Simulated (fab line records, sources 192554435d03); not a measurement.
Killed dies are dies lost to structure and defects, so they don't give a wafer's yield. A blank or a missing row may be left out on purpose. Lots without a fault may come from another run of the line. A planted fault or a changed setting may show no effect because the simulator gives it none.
Which tool did it? | flow n5_finfet | 8 lots, 24 wafers sampled, at 5 steps of a route of 1938

WHAT THE GAUGES READ, wafer by wafer
N5_BEOL_M4_RC_MEAS_101. Usual: DIBL_N 37.1 mV/V, standard deviation 1.8; DIBL_P 37.2 mV/V, standard deviation 2.1; IOFF_N 0.17 nA/um, standard deviation 0.033; IOFF_P 0.22 nA/um, standard deviation 0.037; ION_N 680 uA/um, standard deviation 11; ION_P 464 uA/um, standard deviation 7.7; SS_N 71.7 mV/dec, standard deviation 0.63; SS_P 73.6 mV/dec, standard deviation 0.67; VT_N 248.9 mV, standard deviation 2.9; VT_P -251 mV, standard deviation 3.6.
lot  | measured     | on        | DIBL_N (mV/V)  | DIBL_P (mV/V)  | IOFF_N (nA/um) | IOFF_P (nA/um) | ION_N (uA/um) | ION_P (uA/um) | SS_N (mV/dec)  | SS_P (mV/dec)  | VT_N (mV)         | VT_P (mV)      | flag
L553 | day 9 21:03  | prober-02 | 37.9 38.6 38.9 | 37.9 38.6 40.7 | 0.17 0.19 0.21 | 0.20 0.22 0.26 | 671 677 713   | 454 459 480   | 72.0 72.0 71.7 | 73.3 73.4 73.4 | 250.8 247.7 244.9 | -250 -249 -249 |
L562 | day 10 19:17 | prober-01 | 35.6 38.3 34.8 | 35.8 37.0 34.9 | 0.15 0.19 0.14 | 0.20 0.23 0.19 | 675 691 678   | 466 470 464   | 71.2 71.7 70.5 | 73.9 73.9 72.2 | 249.1 249.9 250.8 | -251 -249 -254 |
L563 | day 10 19:43 | prober-02 | 35.7 38.2 34.0 | 37.0 41.7 35.3 | 0.14 0.21 0.13 | 0.18 0.25 0.17 | 663 690 665   | 455 469 462   | 72.0 71.6 70.7 | 73.9 75.1 73.4 | 250.1 245.4 251.2 | -254 -252 -255 |
L566 | day 12 19:37 | prober-02 | 38.4 40.1 35.5 | 37.8 40.3 35.3 | 0.18 0.21 0.12 | 0.22 0.27 0.19 | 676 688 671   | 461 474 467   | 70.8 71.5 70.7 | 73.7 74.3 73.8 | 247.8 247.0 252.9 | -251 -247 -252 |
L569 | day 12 17:26 | prober-01 | 39.9 40.3 36.9 | 40.1 41.7 36.5 | 0.23 0.24 0.15 | 0.24 0.26 0.17 | 699 691 674   | 466 465 457   | 72.2 72.6 72.1 | 73.9 74.3 73.3 | 243.1 245.7 249.0 | -252 -249 -257 |
L568 | day 12 17:54 | prober-02 | 38.3 40.4 36.9 | 39.1 40.5 39.4 | 0.20 0.23 0.18 | 0.21 0.25 0.22 | 682 686 683   | 458 463 467   | 72.4 72.7 71.5 | 73.3 74.5 73.8 | 247.9 246.6 246.6 | -251 -248 -250 |
L575 | day 14 10:52 | prober-02 | 39.5 40.7 37.4 | 39.0 38.9 35.8 | 0.18 0.21 0.16 | 0.24 0.24 0.20 | 664 678 680   | 463 461 461   | 71.9 73.2 71.3 | 73.9 74.5 73.8 | 249.3 247.9 250.8 | -248 -247 -250 |
L576 | day 14 13:47 | prober-02 | 40.8 35.2 37.1 | 40.8 34.0 36.9 | 0.27 0.13 0.18 | 0.34 0.20 0.25 | 703 677 679   | 477 463 467   | 73.1 72.0 71.7 | 74.0 72.0 73.6 | 242.1 251.3 248.0 | -241 -248 -244 |

WHICH TOOL RAN EACH LOT (tool, then ch and the chambers of the sampled wafers, then the start)
lot  | N5_BEOL_M0_SAQP_STRIP_86           | N5_BEOL_M0_SAQP_RECESS_104         | N5_BEOL_M0_SAQP_ETCH_107           | N5_BEOL_M0_SAQP_ETCH_88
L553 | rie_diel-04 ch 0,1,3, day 6 20:14  | vapor_etch-01 ch 0,1, day 6 21:49  | rie_diel-04 ch 0,3, day 6 22:23    | rie_diel-02 ch 1,2, day 6 23:59
L562 | rie_diel-04 ch 0,1,3, day 7 19:17  | vapor_etch-01 ch 0,1, day 7 21:01  | rie_diel-02 ch 0,3, day 7 21:32    | rie_diel-04 ch 0,1, day 7 23:13
L563 | rie_diel-04 ch 0,1, day 8 04:46    | vapor_etch-01 ch 0,1, day 8 06:16  | rie_diel-04 ch 0,1, day 8 06:46    | rie_diel-04 ch 0,1, day 8 08:50
L566 | rie_diel-02 ch 1,2,3, day 9 01:51  | vapor_etch-01 ch 0,1, day 9 03:18  | rie_diel-02 ch 1,2, day 9 03:52    | rie_diel-04 ch 0,1,3, day 9 05:35
L569 | rie_diel-02 ch 0,2, day 9 11:08    | vapor_etch-02 ch 0,1, day 9 13:34  | rie_diel-04 ch 1,3, day 9 14:05    | rie_diel-04 ch 0,1,3, day 9 15:51
L568 | rie_diel-02 ch 0,1,3, day 9 12:44  | vapor_etch-02 ch 0,1, day 9 14:31  | rie_diel-06 ch 0,1,3, day 9 15:07  | rie_diel-02 ch 1,2,3, day 9 16:46
L575 | rie_diel-04 ch 1,2,3, day 11 06:04 | vapor_etch-01 ch 0,1, day 11 07:31 | rie_diel-02 ch 0,2,3, day 11 08:01 | rie_diel-06 ch 0,1,3, day 11 09:29
L576 | rie_diel-04 ch 1,2,3, day 11 13:54 | vapor_etch-01 ch 0,1, day 11 15:45 | rie_diel-06 ch 0,1,2, day 11 16:16 | rie_diel-02 ch 0,3, day 11 18:13
- N5_BEOL_M0_SAQP_STRIP_86: strips in N2/H2.
- N5_BEOL_M0_SAQP_RECESS_104: chemistry HF/NH3, target SiO2, target depth 18 nm, afs cycles 3, sublimation time 60 s.
- N5_BEOL_M0_SAQP_ETCH_107: etches SiNx in CH3F/O2, target depth 30 nm.
- N5_BEOL_M0_SAQP_ETCH_88: etches underlayer in N2/H2, target depth 6.5 nm, time 5.2 s.

WHAT THE TOOLS THEMSELVES READ (means of the sampled wafers that have a number; where no wafer has one, the mark that the record gives instead)
N5_BEOL_M0_SAQP_STRIP_86. Usual: chamber_pressure_mTorr 49.99 mTorr, standard deviation 0.082; drypump_motor_current_A 5.9 A, standard deviation 0.33; oes_product_au 0.78 a.u., standard deviation 0.099; rf_vpp_V 122.0 V, standard deviation 1.4; showerhead_plenum_p_Torr 3.35 Torr, standard deviation 0.12; throttle_valve_pct 19.1 %, standard deviation 0.37.
lot  | tool        | chamber_pressure_mTorr (mTorr) | drypump_motor_current_A (A) | oes_product_au (a.u.) | rf_vpp_V (V) | showerhead_plenum_p_Torr (Torr) | throttle_valve_pct (%) | flag
L553 | rie_diel-04 | 50.05                          | 5.8                         | 0.75                  | 121.6        | 3.32                            | 19.2                   |
L562 | rie_diel-04 | 49.99                          | 5.8                         | 0.73                  | 122.9        | 3.31                            | 19.3                   |
L563 | rie_diel-04 | 49.91                          | 6.0                         | 0.67                  | 123.2        | 3.28                            | 19.4                   |
L566 | rie_diel-02 | 49.96                          | 5.7                         | 0.85                  | 120.8        | 3.41                            | 19.2                   |
L569 | rie_diel-02 | 49.97                          | 5.7                         | 0.83                  | 121.5        | 3.34                            | 19.1                   |
L568 | rie_diel-02 | 50.00                          | 6.1                         | 0.78                  | 121.8        | 3.32                            | 19.3                   |
L575 | rie_diel-04 | 50.01                          | 5.5                         | 0.75                  | 122.2        | 3.41                            | 19.1                   |
L576 | rie_diel-04 | 50.08                          | 5.6                         | 0.75                  | 122.2        | 3.41                            | 19.1                   |

N5_BEOL_M0_SAQP_RECESS_104. Usual: drypump_motor_current_A 5.3 A, standard deviation 0.49.
lot  | tool          | drypump_motor_current_A (A) | flag
L553 | vapor_etch-01 | 5.2                         |
L562 | vapor_etch-01 | 5.1                         |
L563 | vapor_etch-01 | 5.1                         |
L566 | vapor_etch-01 | 5.1                         |
L569 | vapor_etch-02 | 5.8                         |
L568 | vapor_etch-02 | 5.3                         |
L575 | vapor_etch-01 | 5.2                         |
L576 | vapor_etch-01 | 5.2                         |

N5_BEOL_M0_SAQP_ETCH_107. Usual: chamber_pressure_mTorr 30.001 mTorr, standard deviation 0.027; drypump_motor_current_A 5.9 A, standard deviation 0.35; mfc_ar_sccm 150.0 sccm, standard deviation 0.41; oes_product_au 0.78 a.u., standard deviation 0.098; rf_vpp_V 298 V, standard deviation 5.1; showerhead_plenum_p_Torr 1.99 Torr, standard deviation 0.071; throttle_valve_pct 16.41 %, standard deviation 0.26.
lot  | tool        | chamber_pressure_mTorr (mTorr) | drypump_motor_current_A (A) | mfc_ar_sccm (sccm) | oes_product_au (a.u.) | rf_vpp_V (V) | showerhead_plenum_p_Torr (Torr) | throttle_valve_pct (%) | flag
L553 | rie_diel-04 | 30.024                         | 6.0                         | 150.2              | 0.74                  | 302          | 1.94                            | 16.48                  |
L562 | rie_diel-02 | 30.011                         | 6.3                         | 149.5              | 0.77                  | 295          | 1.95                            | 16.42                  |
L563 | rie_diel-04 | 29.993                         | 6.0                         | 150.1              | 0.67                  | 294          | 1.95                            | 16.67                  |
L566 | rie_diel-02 | 29.996                         | 5.4                         | 149.9              | 0.85                  | 300          | 2.03                            | 16.38                  |
L569 | rie_diel-04 | 29.979                         | 5.7                         | 149.7              | 0.72                  | 293          | 2.00                            | 16.48                  |
L568 | rie_diel-06 | 30.007                         | 5.9                         | 150.1              | 0.91                  | 300          | 2.04                            | 16.27                  |
L575 | rie_diel-02 | 30.009                         | 5.9                         | 149.6              | 0.81                  | 297          | 1.99                            | 16.39                  |
L576 | rie_diel-06 | 30.003                         | 5.9                         | 150.1              | 0.85                  | 299          | 2.08                            | 16.12                  |

N5_BEOL_M0_SAQP_ETCH_88. Usual: chamber_pressure_mTorr 30.00 mTorr, standard deviation 0.045; drypump_motor_current_A 5.8 A, standard deviation 0.33; etch_rf_on_time_s 5.22 s, standard deviation 0.16; oes_product_au 0.68 a.u., standard deviation 0.088; rf_vpp_V 524.0 V, standard deviation 2.8; showerhead_plenum_p_Torr 2.55 Torr, standard deviation 0.091; throttle_valve_pct 17.91 %, standard deviation 0.29.
lot  | tool        | chamber_pressure_mTorr (mTorr) | drypump_motor_current_A (A) | etch_rf_on_time_s (s) | oes_product_au (a.u.) | rf_vpp_V (V) | showerhead_plenum_p_Torr (Torr) | throttle_valve_pct (%) | flag
L553 | rie_diel-02 | 30.01                          | 5.5                         | 5.32                  | 0.75                  | 525.1        | 2.58                            | 17.91                  |
L562 | rie_diel-04 | 30.03                          | 6.1                         | 5.30                  | 0.58                  | 521.5        | 2.44                            | 18.21                  |
L563 | rie_diel-04 | 30.01                          | 6.0                         | 5.28                  | 0.58                  | 522.0        | 2.48                            | 18.21                  |
L566 | rie_diel-04 | 30.01                          | 5.9                         | 5.54                  | 0.60                  | 523.0        | 2.50                            | 18.06                  |
L569 | rie_diel-04 | 29.97                          | 5.9                         | 5.57                  | 0.61                  | 523.4        | 2.50                            | 18.05                  |
L568 | rie_diel-02 | 30.00                          | 5.7                         | 5.36                  | 0.72                  | 525.2        | 2.58                            | 17.94                  |
L575 | rie_diel-06 | 29.98                          | 5.9                         | 5.16                  | 0.76                  | 524.3        | 2.58                            | 17.82                  |
L576 | rie_diel-02 | 30.01                          | 6.1                         | 5.30                  | 0.69                  | 522.8        | 2.52                            | 17.88                  |

THE ANSWER, worked out from the rows above alone
Rule: a lot is off if the mean of its wafers that have a number lies more than 3 standard deviations from the usual mean. A lot without any number at a reading at which 4 lots or more have one is off too. The other lots that the step has rows for count as sound. The gauges are gone through in route order, then the tools' own readings, and for those a lot's mean is taken as printed above. The first step at which some lot is off is used, and at that step the reading that is off furthest; a lot without a number counts as furthest.
No lot is off at any reading shown: from this, nothing can be told.

WHAT THE SIMULATOR HAD PUT IN
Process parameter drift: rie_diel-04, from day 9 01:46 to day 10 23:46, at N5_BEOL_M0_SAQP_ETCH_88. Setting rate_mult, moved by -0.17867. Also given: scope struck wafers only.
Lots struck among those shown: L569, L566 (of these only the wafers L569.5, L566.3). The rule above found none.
